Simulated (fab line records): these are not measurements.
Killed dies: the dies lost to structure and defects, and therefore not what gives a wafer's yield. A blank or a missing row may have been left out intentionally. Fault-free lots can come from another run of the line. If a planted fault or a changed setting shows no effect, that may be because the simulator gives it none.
Matching of chambers / flow nand harc / NHARC_A_CONTACT_DESCUM_74 on rie diel-08: 4 sister chambers
The step chemistry O2, time 3 s. 33 wafers are shown with their chamber, then 12 later ones without.

WAFERS WITH THEIR CHAMBER
wafer=L074.1; chamber=3; drypump motor current A (A)=6.4; showerhead plenum p Torr (Torr)=1.89; oes product au (a.u.)=1.011
wafer=L074.3; chamber=1; drypump motor current A (A)=6.6; showerhead plenum p Torr (Torr)=1.88; oes product au (a.u.)=0.996
wafer=L074.5; chamber=3; drypump motor current A (A)=6.5; showerhead plenum p Torr (Torr)=1.89; oes product au (a.u.)=0.998
wafer=L078.1; chamber=1; drypump motor current A (A)=6.7; showerhead plenum p Torr (Torr)=1.88; oes product au (a.u.)=0.979
wafer=L078.3; chamber=0; drypump motor current A (A)=5.6; showerhead plenum p Torr (Torr)=1.85; oes product au (a.u.)=1.010
wafer=L078.6; chamber=2; drypump motor current A (A)=5.7; showerhead plenum p Torr (Torr)=1.85; oes product au (a.u.)=0.978
wafer=L077.2; chamber=0; drypump motor current A (A)=5.6; showerhead plenum p Torr (Torr)=1.85; oes product au (a.u.)=1.014
wafer=L077.3; chamber=1; drypump motor current A (A)=6.6; showerhead plenum p Torr (Torr)=1.88; oes product au (a.u.)=1.003
wafer=L077.6; chamber=3; drypump motor current A (A)=6.5; showerhead plenum p Torr (Torr)=1.89; oes product au (a.u.)=0.995
wafer=L079.1; chamber=2; drypump motor current A (A)=5.7; showerhead plenum p Torr (Torr)=1.85; oes product au (a.u.)=0.986
wafer=L079.2; chamber=3; drypump motor current A (A)=6.5; showerhead plenum p Torr (Torr)=1.89; oes product au (a.u.)=1.002
wafer=L079.4; chamber=0; drypump motor current A (A)=5.6; showerhead plenum p Torr (Torr)=1.85; oes product au (a.u.)=0.999
wafer=L080.3; chamber=2; drypump motor current A (A)=5.7; showerhead plenum p Torr (Torr)=1.85; oes product au (a.u.)=0.982
wafer=L080.5; chamber=3; drypump motor current A (A)=6.4; showerhead plenum p Torr (Torr)=1.89; oes product au (a.u.)=0.993
wafer=L080.6; chamber=2; drypump motor current A (A)=5.7; showerhead plenum p Torr (Torr)=1.85; oes product au (a.u.)=0.990
wafer=L081.1; chamber=1; drypump motor current A (A)=6.6; showerhead plenum p Torr (Torr)=1.88; oes product au (a.u.)=0.990
wafer=L081.4; chamber=3; drypump motor current A (A)=6.5; showerhead plenum p Torr (Torr)=1.89; oes product au (a.u.)=0.996
wafer=L081.6; chamber=3; drypump motor current A (A)=6.5; showerhead plenum p Torr (Torr)=1.89; oes product au (a.u.)=0.996
wafer=L082.1; chamber=3; drypump motor current A (A)=6.5; showerhead plenum p Torr (Torr)=1.88; oes product au (a.u.)=1.000
wafer=L082.2; chamber=0; drypump motor current A (A)=5.6; showerhead plenum p Torr (Torr)=1.85; oes product au (a.u.)=0.994
wafer=L082.5; chamber=0; drypump motor current A (A)=5.6; showerhead plenum p Torr (Torr)=1.85; oes product au (a.u.)=0.999
wafer=L084.1; chamber=1; drypump motor current A (A)=6.6; showerhead plenum p Torr (Torr)=1.88; oes product au (a.u.)=0.992
wafer=L084.3; chamber=3; drypump motor current A (A)=6.5; showerhead plenum p Torr (Torr)=1.88; oes product au (a.u.)=0.997
wafer=L084.6; chamber=1; drypump motor current A (A)=6.6; showerhead plenum p Torr (Torr)=1.88; oes product au (a.u.)=0.988
wafer=L085.1; chamber=1; drypump motor current A (A)=6.6; showerhead plenum p Torr (Torr)=1.88; oes product au (a.u.)=0.989
wafer=L085.4; chamber=0; drypump motor current A (A)=5.6; showerhead plenum p Torr (Torr)=1.85; oes product au (a.u.)=1.002
wafer=L085.6; chamber=3; drypump motor current A (A)=6.5; showerhead plenum p Torr (Torr)=1.88; oes product au (a.u.)=1.007
wafer=L086.2; chamber=3; drypump motor current A (A)=6.5; showerhead plenum p Torr (Torr)=1.88; oes product au (a.u.)=0.993
wafer=L086.4; chamber=0; drypump motor current A (A)=5.6; showerhead plenum p Torr (Torr)=1.85; oes product au (a.u.)=0.985
wafer=L086.6; chamber=1; drypump motor current A (A)=6.6; showerhead plenum p Torr (Torr)=1.88; oes product au (a.u.)=0.985
wafer=L087.1; chamber=3; drypump motor current A (A)=6.5; showerhead plenum p Torr (Torr)=1.88; oes product au (a.u.)=1.001
wafer=L087.4; chamber=1; drypump motor current A (A)=6.7; showerhead plenum p Torr (Torr)=1.88; oes product au (a.u.)=0.997
wafer=L087.5; chamber=0; drypump motor current A (A)=5.6; showerhead plenum p Torr (Torr)=1.85; oes product au (a.u.)=1.008

SIGNATURES, as means of the wafers listed above
reading=drypump motor current A; chamber 0=5.600; chamber 1=6.622; chamber 2=5.700; chamber 3=6.483; scatter within a chamber=0.0333
reading=showerhead plenum p Torr; chamber 0=1.8500; chamber 1=1.8800; chamber 2=1.8500; chamber 3=1.8858; scatter within a chamber=0.00317
reading=oes product au; chamber 0=1.00137; chamber 1=0.99100; chamber 2=0.98400; chamber 3=0.99908; scatter within a chamber=0.00701
Rule: for each reading, subtract the chamber's mean from the wafer's reading, divide by that reading's scatter and square the result; add these up over the readings and take the root, which gives the wafer's distance from the chamber. If the next closest chamber is less than 2 further off than the closest, the wafer can't be placed; otherwise it belongs to the closest. The scatter: the root of (the sum of the squares of (reading less its chamber's mean) over the shown wafers, divided by (wafers less chambers)).

WAFERS WITHOUT THEIR CHAMBER
wafer=L089.1; drypump motor current A (A)=5.6; showerhead plenum p Torr (Torr)=1.85; oes product au (a.u.)=0.996
wafer=L089.2; drypump motor current A (A)=5.7; showerhead plenum p Torr (Torr)=1.84; oes product au (a.u.)=0.991
wafer=L089.4; drypump motor current A (A)=6.4; showerhead plenum p Torr (Torr)=1.88; oes product au (a.u.)=1.010
wafer=L088.1; drypump motor current A (A)=5.6; showerhead plenum p Torr (Torr)=1.84; oes product au (a.u.)=0.998
wafer=L088.4; drypump motor current A (A)=5.7; showerhead plenum p Torr (Torr)=1.84; oes product au (a.u.)=0.980
wafer=L088.6; drypump motor current A (A)=5.6; showerhead plenum p Torr (Torr)=1.84; oes product au (a.u.)=1.004
wafer=L091.4; drypump motor current A (A)=5.7; showerhead plenum p Torr (Torr)=1.84; oes product au (a.u.)=0.984
wafer=L091.5; drypump motor current A (A)=5.7; showerhead plenum p Torr (Torr)=1.84; oes product au (a.u.)=0.985
wafer=L091.6; drypump motor current A (A)=6.5; showerhead plenum p Torr (Torr)=1.88; oes product au (a.u.)=1.003
wafer=L096.2; drypump motor current A (A)=6.7; showerhead plenum p Torr (Torr)=1.87; oes product au (a.u.)=1.003
wafer=L096.5; drypump motor current A (A)=5.6; showerhead plenum p Torr (Torr)=1.84; oes product au (a.u.)=1.006
wafer=L096.6; drypump motor current A (A)=6.6; showerhead plenum p Torr (Torr)=1.87; oes product au (a.u.)=0.999

EACH ONE'S CHAMBER
wafer=L089.1; from the rows above=0; in truth=0
wafer=L089.2; from the rows above=can't be placed: 2 or 0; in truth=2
wafer=L089.4; from the rows above=3; in truth=3
wafer=L088.1; from the rows above=can't be placed: 0 or 2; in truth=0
wafer=L088.4; from the rows above=2; in truth=2
wafer=L088.6; from the rows above=0; in truth=0
wafer=L091.4; from the rows above=can't be placed: 2 or 0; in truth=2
wafer=L091.5; from the rows above=can't be placed: 2 or 0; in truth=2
wafer=L091.6; from the rows above=3; in truth=3
wafer=L096.2; from the rows above=1; in truth=1
wafer=L096.5; from the rows above=0; in truth=0
wafer=L096.6; from the rows above=1; in truth=1
Placed correctly: 8 of 12. These rows do not allow placing 4 (true chamber among the candidates in 4). Placed wrongly: 0.
